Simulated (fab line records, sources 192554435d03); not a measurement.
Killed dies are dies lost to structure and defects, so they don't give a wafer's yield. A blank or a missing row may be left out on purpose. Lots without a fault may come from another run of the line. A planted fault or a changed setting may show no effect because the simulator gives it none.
fab line records | flow n5_finfet
record lots=3 wafers=9 last_day=17
route steps=1938 shown FIN_SAQP@126 FIN_CUT@154 STI_FIN_REVEAL@207 PASSIVATION@1936
lots that met no fault: from a run of the same line without faults
start_h: hours from the record's first day to the start of the lot's first wafer shown | wait_h: hours since the lot's step before | " the same as in the row above | L1.1+2: a row that stands for several wafers | - no value, or no start given | * or withheld: withheld | < > ~ a bound
route shown NAME@n: a module of which the file shows steps, and the number in the route of the first | usual: mean/standard deviation of fault-free wafers | same: alike in all rows | chamber/n: place in a boat | sites: the reading at each site | _std_site: their standard deviation | _edge_site: outer sites' mean less inner sites' | radius_mm: how far each site lies from the wafer's centre | mask NAME#n: copy n | behind: the tool/chamber that last shaped the wafer | hold: why the lot was held/for how many hours/how that ended | device: the transistor (n, p or np) that didn't switch | end of line: the same wafers' tests at the end of the route | a step without rows: its recipe alone | killed: dies lost to structure and defects at the first sort, not the wafer's yield | map: a wafer's dies, x killed, . not, _ none there
set.NAME: the setting as run; set.NAME@STEP: as run at that earlier step | model.NAME: the simulator's own value behind a step, which no gauge read
lots at some steps of the route; a table a step, a row a wafer
services: from which hour (start_h, from the record's first day; less than 0 if before it) a tool's chamber was out of use, for how many hours, and why
## steps
# step N5_FIN_SAQP_SPACER1_ETCHBACK_25
# recipe chemistry=CHF3/O2 mode=anisotropic_etchback target=SiO2 target_depth_a=244 time_s=12.2 pressure_mtorr=30 source_w=650 bias_w=170 Ar_flow_sccm=200 CHF3_flow_sccm=50 O2_flow_sccm=5 ion_energy_ev=200
# step N5_FIN_SAQP_MANDREL1_REMOVE_56
# recipe chemistry=HBr/Cl2/O2 bt_time_s=10 target=a-Si stop_on=SiNx endpoint=OES-SiCl over_etch_frac=1 icp_w=600 bias_w=22 HBr_flow_sccm=150 Cl2_flow_sccm=80 O2_flow_sccm=5 pressure_mtorr=10
# step N5_FIN_SAQP_ETCH_57
# recipe chemistry=CH3F/O2 target=SiNx mask_material=SiO2 target_depth_a=325 time_s=46.4 pressure_mtorr=30 source_w=395 bias_w=73 Ar_flow_sccm=150 CH3F_flow_sccm=30 O2_flow_sccm=20 ion_energy_ev=120 ends=cleared
# step N5_FIN_SAQP_ETCH_65
# recipe chemistry=CF4 target=SiO2 target_depth_a=40 ion_energy_ev=350 time_s=4.4 pressure_mtorr=10 icp_w=800 bias_w=400 cf4_flow_sccm=80
# step N5_FIN_SAQP_MANDREL_ETCH_58
# recipe chemistry=HBr/Cl2 target=a-Si target_depth_a=450 bt_time_s=10 stop_on=SiNx mask_material=SiO2 over_etch_frac=0.8 time_s=27 pressure_mtorr=10 icp_w=800 bias_w=75 HBr_flow_sccm=150 Cl2_flow_sccm=80 ends=end_point
# step N5_FIN_SAQP_RECESS_63
# recipe chemistry=HF/NH3 target=SiO2 target_depth_a=180 afs_cycles=3 temp_c=30 sublimation_temp_c=180 sublimation_time_s=60
# step N5_FIN_SAQP_COAT_68
# recipe resist=SOC temp_c=250 time_s=60 spin_rpm=1500 resist_thk_nm=100
# step N5_FIN_SAQP_ETCH_69
# recipe chemistry=N2/H2 target=SOC target_depth_a=1500 stop_on=SiNx ion_energy_ev=100 bias_w=61 pressure_mtorr=30 source_w=850 n2_flow_sccm=200 h2_flow_sccm=200
# step N5_FIN_SAQP_ETCH_67
# recipe chemistry=CH3F/O2 target=SiNx target_depth_a=300 mask_material=SOC pressure_mtorr=30 source_w=395 bias_w=73 Ar_flow_sccm=150 CH3F_flow_sccm=30 O2_flow_sccm=20 ion_energy_ev=120
# step N5_FIN_SAQP_STRIP_70
# recipe chemistry=N2/H2 power_w=500 temp_c=40 pressure_mtorr=50 rf_frequency_hz=6e+07 overash_fraction=0.3 bias_power_w=28 h2_frac=0.5 n2_flow_sccm=300 h2_flow_sccm=300
# step N5_FIN_SAQP_RECESS_71
# recipe chemistry=HF/NH3 target=SiO2 target_depth_a=30 afs_cycles=1 temp_c=30 sublimation_temp_c=180 sublimation_time_s=60
# step N5_FIN_SAQP_SPACER2_ALD_28
# recipe material=SiO2 target_thk_a=81 temp_c=300 ald_precursor_family=BDEAS ald_co_reactant=O2-plasma pulse_time_s=1 purge_time_s=2 co_reactant_purge_time_s=2 pressure_torr=2
# usual heater_power_w=449/43 precursor_pulse_height_rel=1.001/0.02
# columns lot.wafer tool chamber start_h wait_h heater_power_w precursor_pulse_height_rel model.SiO2_of_FIN_SAQP_SPACER2_ALD_28.thk_nm
L243.1 ald_sin-02 2 86.07 1.0 491 0.999 8
L243.4 " 1 " " 448 1.019 8.2
L243.5 " 3 " " 386 0.990 8.2
L246.2 ald_sin-02 1 105.23 0.1 444 1.024 8
L246.3 " 3 " " 389 1.004 13.8
L246.5 " 3 " " 387 0.988 8
L256.3 ald_sin-04 0 162.95 0.1 434 0.999 8.2
L256.4 " 2 " " 489 0.956 8.2
L256.5 " 2 " " 503 1.000 8.2
# step N5_FIN_SAQP_SPACER2_ETCHBACK_29
# recipe chemistry=CHF3/O2 mode=anisotropic_etchback target=SiO2 target_depth_a=122 time_s=6.1 pressure_mtorr=30 source_w=650 bias_w=170 Ar_flow_sccm=200 CHF3_flow_sccm=50 O2_flow_sccm=5 ion_energy_ev=200
# step N5_FIN_SAQP_MANDREL2_REMOVE_60
# recipe chemistry=HBr/Cl2/O2 bt_time_s=10 target=a-Si stop_on=SiNx endpoint=OES-SiCl over_etch_frac=1 icp_w=600 bias_w=22 HBr_flow_sccm=150 Cl2_flow_sccm=80 O2_flow_sccm=5 pressure_mtorr=10
# usual drypump_motor_current_A=5.9/0.32 oes_product_au=1.006/0.014 throttle_valve_pct=37.0/0.49
# same bt_time_s=10 over_etch_frac=1
# columns lot.wafer tool chamber start_h wait_h drypump_motor_current_A oes_product_au rf_hours_counter_h throttle_valve_pct model.FIN_SAQP.cd_nm
L243.1 rie_si-04 0 86.48 0.1 6.4 1.010 109 37.7 8.2
L243.4 " 1 " " 5.9 0.996 179 36.4 8
L243.5 " 1 " " 5.9 1.002 - 36.4 8
L246.2 rie_si-04 1 105.91 0.1 5.9 0.997 179 36.4 8
L246.3 " 3 " " 5.8 1.000 15 36.8 13.8
L246.5 " 0 " " 6.4 0.986 - 37.7 8.2
L256.3 rie_si-01 3 163.39 0.1 5.7 1.019 104 37.8 8.2
L256.4 " 1 " " 6.0 1.010 107 36.7 8.2
L256.5 " 3 " " 5.7 1.000 - 37.8 8
# step N5_FIN_SAQP_CD_MEAS_31
# recipe target_cd_nm=8 landing_energy_ev=1000 detector=se_inlens polarity=line
# usual cd_nm=8.11/0.22
# columns lot.wafer tool chamber start_h wait_h cd_nm
L243.1 cd_sem-01 0 86.59 0.1 8.14
L243.4 " 0 " " 7.96
L243.5 " 0 " " 8.20
L246.2 cd_sem-02 0 106.03 0.1 8.15
L246.3 " 0 " " 13.85
L246.5 " 0 " " 8.09
L256.3 cd_sem-03 0 163.51 0.1 8.45
L256.4 " 0 " " 7.93
L256.5 " 0 " " 7.85
# step N5_FIN_SAQP_HM_OPEN_33
# recipe chemistry=CH3F/O2 target=SiNx mask_material=SiO2 target_depth_a=494 time_s=70.6 pressure_mtorr=30 source_w=395 bias_w=73 Ar_flow_sccm=150 CH3F_flow_sccm=30 O2_flow_sccm=20 ion_energy_ev=120 ends=cleared
# step N5_FIN_SAQP_ETCH_34
# recipe chemistry=C4F6/O2 target=SiO2 target_depth_a=450 time_s=15 ion_energy_ev=250 pressure_mtorr=30 source_w=345 bias_w=185 Ar_flow_sccm=300 C4F6_flow_sccm=10 O2_flow_sccm=10 ends=cleared
# step N5_FIN_SAQP_STRIP_77
# recipe chemistry=N2/H2 time_s=90 power_w=100 temp_c=40 pressure_mtorr=100 rf_frequency_hz=6e+07 bias_power_w=3 n2_flow_sccm=300 h2_flow_sccm=300
# step N5_FIN_SAQP_HM_CD_35
# recipe target_cd_nm=8 polarity=line
# usual cd_nm=8.16/0.28
# columns lot.wafer tool chamber start_h wait_h cd_nm
L243.1 cd_sem-03 - 86.85 0.1 9.19
L243.4 " - " " 7.79
L243.5 " - " " 7.81
L246.2 cd_sem-02 - 106.37 0.1 7.85
L246.3 " - " " 13.74
L246.5 " - " " 8.41
L256.3 cd_sem-03 - 163.81 0.1 7.98
L256.4 " - " " 8.10
L256.5 " - " " 7.78
# step N5_FIN_SAQP_ETCH_64
# recipe chemistry=CF4 target=SiO2 target_depth_a=15 ion_energy_ev=350 pressure_mtorr=10 icp_w=800 bias_w=400 cf4_flow_sccm=80
# step N5_FIN_SAQP_FIN_ETCH_36
# recipe chemistry=HBr/Cl2/O2 target_depth_a=1200 mask_material=SiNx time_s=50.4 bias_w=102 pressure_mtorr=10 icp_w=800 HBr_flow_sccm=150 Cl2_flow_sccm=80 O2_flow_sccm=12
# usual drypump_motor_current_A=5.9/0.34 oes_product_au=1.005/0.017 throttle_valve_pct=36.3/0.5
# columns lot.wafer tool chamber start_h wait_h drypump_motor_current_A oes_product_au rf_hours_counter_h throttle_valve_pct model.FIN_SAQP.cd_nm
L243.1 rie_si-04 3 86.92 0.0 5.8 1.015 14 36.1 8.6
L243.4 " 1 " " 5.9 0.998 179 35.7 8
L243.5 " 3 " " 5.8 1.007 - 36.1 8.2
L246.2 rie_si-01 2 106.44 0.0 6.6 1.016 126 36.1 8.2
L246.3 " 0 " " 5.9 1.020 78 36.5 14
L246.5 " 3 " " 5.7 1.014 - 37.1 8.2
L256.3 rie_si-03 1 163.87 0.0 5.8 1.002 95 35.6 8.4
L256.4 " 2 " " 5.9 0.979 155 35.7 8.2
L256.5 " 2 " " 5.9 0.985 - 35.7 7.8
# step N5_FIN_SAQP_CD_MEAS_37
# recipe target_cd_nm=8 polarity=line
# usual cd_nm=8.15/0.27
# columns lot.wafer tool chamber start_h wait_h cd_nm
L243.1 cd_sem-01 - 87.04 0.1 8.40
L243.4 " - " " 7.83
L243.5 " - " " 8.05
L246.2 cd_sem-03 - 106.56 0.1 8.27
L246.3 " - " " 13.70
L246.5 " - " " 8.14
L256.3 cd_sem-01 - 164.00 0.1 8.50
L256.4 " - " " 8.47
L256.5 " - " " 8.02
# step N5_FIN_SAQP_PRECLEAN_38
# recipe chemistry=O3/DIW time_s=45 temp_c=22 o3_ppm=10
# step N5_FIN_SAQP_PRECLEAN_45
# recipe chemistry=dHF time_s=10 dilution=500:1 temp_c=25
# step N5_FIN_SAQP_SRD_39
# recipe dry=ipa_marangoni time_s=30 temp_c=23 rinse_liquid=diw
# step N5_FIN_CUT_COAT_18
# recipe resist=SOC temp_c=250 time_s=60 spin_rpm=1500 resist_thk_nm=230
# step N5_FIN_CUT_COAT_19
# recipe resist=SiARC temp_c=220 time_s=60 spin_rpm=1500 resist_thk_nm=20
# step N5_FIN_CUT_COAT_29
# recipe resist=underlayer temp_c=205 time_s=60 spin_rpm=1500 resist_thk_nm=10
# step N5_FIN_CUT_COAT_02
# recipe resist=CAR-EUV spin_rpm=1500 resist_thk_nm=30
# step N5_FIN_CUT_EBR_04
# recipe solvent=PGMEA ebr_width_mm=1.5
# step N5_FIN_CUT_SOFTBAKE_03
# recipe temp_c=110 time_s=60 resist=CAR-EUV
# step N5_FIN_CUT_EXPOSE_05
# recipe mask_id=FIN_CUT na=0.33 source_shape=annular sigma_inner=0.35 sigma_outer=0.8 polarization=unpolarized dose_mj=45.75
# step N5_FIN_CUT_PEB_06
# recipe peb_temp_c=100 peb_time_s=60 resist=CAR-EUV
# step N5_FIN_CUT_DEVELOP_07
# recipe develop_time_s=30 developer=TMAH resist=CAR-EUV rinse_liquid=surfactant_rinse dry=air_spin dev_temp_c=23
# step N5_FIN_CUT_DESCUM_13
# recipe chemistry=O2 time_s=7 source_power_w=50 bias_power_w=20 pressure_mtorr=20 rf_frequency_hz=2.712e+07 temp_c=40 resist=CAR-EUV o2_flow_sccm=225
# step N5_FIN_CUT_ETCH_30
# recipe chemistry=N2/H2 target=underlayer target_depth_a=130 mask_material=CAR-EUV time_s=10.4 ion_energy_ev=200 pressure_mtorr=30 source_w=840 bias_w=150 n2_flow_sccm=200 h2_flow_sccm=200 ends=cleared
# step N5_STI_FIN_REVEAL_CD_MEAS_22
# recipe target_cd_nm=6.238 pitch_nm=28 polarity=line
# usual cd_nm=6.3/0.31
# columns lot.wafer tool chamber start_h wait_h cd_nm
L243.1 cd_sem-02 - 97.60 0.0 6.6
L243.4 " - " " 6.0
L243.5 " - " " 6.2
L246.2 cd_sem-02 - 116.64 0.0 6.3
L246.3 " - " " 11.8
L246.5 " - " " 6.5
L256.3 cd_sem-01 - 175.12 0.0 6.7
L256.4 " - " " 6.7
L256.5 " - " " 5.8
# step N5_PASSIVATION_PROBE_49
# usual killed_at_M0_to_M3=35/11 killed_at_M4_up=13/5.7 killed_at_contacts=12/5.7 killed_at_front_end=40/11 killed_at_other=4/4.4 killed_dies=105/18 killed_open=68/14 killed_short=34/7.4
# same gross_dies=1180 killed_at_back_side=0
# columns lot.wafer tool chamber start_h wait_h killed_at_M0_to_M3 killed_at_M4_up killed_at_contacts killed_at_front_end killed_at_other killed_dies killed_open killed_short
L246.3 prober-02 - 345.96 0.4 32 19 4 38 5 98 74 24
L246.5 prober-02 - 346.06 0.5 40 21 14 22 4 101 62 34
# killed by level:class
L246.3 STI_FIN_REVEAL:geometric_particle:open=16 BEOL_M4:geometric_particle:open=11 BEOL_M0_SAQP:geometric_particle:open=10 BEOL_M3:geometric_particle:open=9 FIN_SAQP:geometric_particle:open=5 GATE_CUT:geometric_particle:short=4 BEOL_M2:geometric_particle:open=4 MOL_CONTACT_COAG:geometric_particle:open=3
L246.5 BEOL_M0_SAQP:geometric_particle:short=15 MOL_CONTACT_COAG:geometric_particle:open=12 BEOL_M0_SAQP:geometric_particle:open=10 BEOL_M3:geometric_particle:open=7 BEOL_M5:geometric_particle:open=6 DUMMY_GATE:geometric_particle:open=5 BEOL_M4:geometric_particle:open=5 FIN_SAQP:geometric_particle:open=4
## services
# columns tool chamber start_h hours kind
rie_si-03 0 66.87 4.5 repair
ald_sin-02 1 69.29 7.8 repair
rie_si-01 - 82.68 14.6 pm
ald_sin-04 - 85.70 14.0 pm
ald_sin-04 0 85.70 14.0 vent_cycle
ald_sin-04 1 85.70 14.0 vent_cycle
ald_sin-04 2 85.70 14.0 vent_cycle
ald_sin-04 3 85.70 14.0 vent_cycle
ald_sin-04 0 99.70 - clean
ald_sin-04 1 99.70 - clean
ald_sin-04 2 99.70 - clean
ald_sin-04 3 99.70 - clean
rie_si-03 2 112.81 2.1 repair
ald_sin-02 1 152.20 10.6 repair
## key
first_sign step=N5_FIN_SAQP_CD_MEAS_31 reading=cd_nm direction=up sigmas=26 usual=8.11 struck=13.85
effect step=N5_FIN_SAQP_HM_CD_35 reading=cd_nm direction=up sigmas=20 usual=8.16 struck=13.74
effect step=N5_FIN_SAQP_CD_MEAS_37 reading=cd_nm direction=up sigmas=20 usual=8.15 struck=13.70
effect step=N5_STI_FIN_REVEAL_CD_MEAS_22 reading=cd_nm direction=up sigmas=18 usual=6.3 struck=11.8
model_effect step=N5_FIN_SAQP_SPACER2_ALD_28 value=SiO2_of_FIN_SAQP_SPACER2_ALD_28.thk_nm without=8.2 struck=13.8
model_effect step=N5_FIN_SAQP_MANDREL2_REMOVE_60 value=FIN_SAQP.cd_nm without=8 struck=13.8
model_effect step=N5_FIN_SAQP_FIN_ETCH_36 value=FIN_SAQP.cd_nm without=8.2 struck=14
met_at N5_FIN_SAQP_SPACER2_ALD_28
struck_wafers L246.3
tester_left_out L246
onset_between 86.07 105.23
fault kind=process_parameter_drift tool=ald_sin-02 chamber=- onset_h=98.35 steps=N5_FIN_SAQP_SPACER2_ALD_28 channel=target_thk_a offset=* shape=step end_h=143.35 scope=struck_wafers_only acts_in=* stated=*
# tester_left_out: of these lots the tester's yield and bins aren't shown, on N5 and GAA mostly nor the transistor test; their killed dies are dies lost to structure and defects alone, not to doping, threshold or leakage, so they don't give the yield
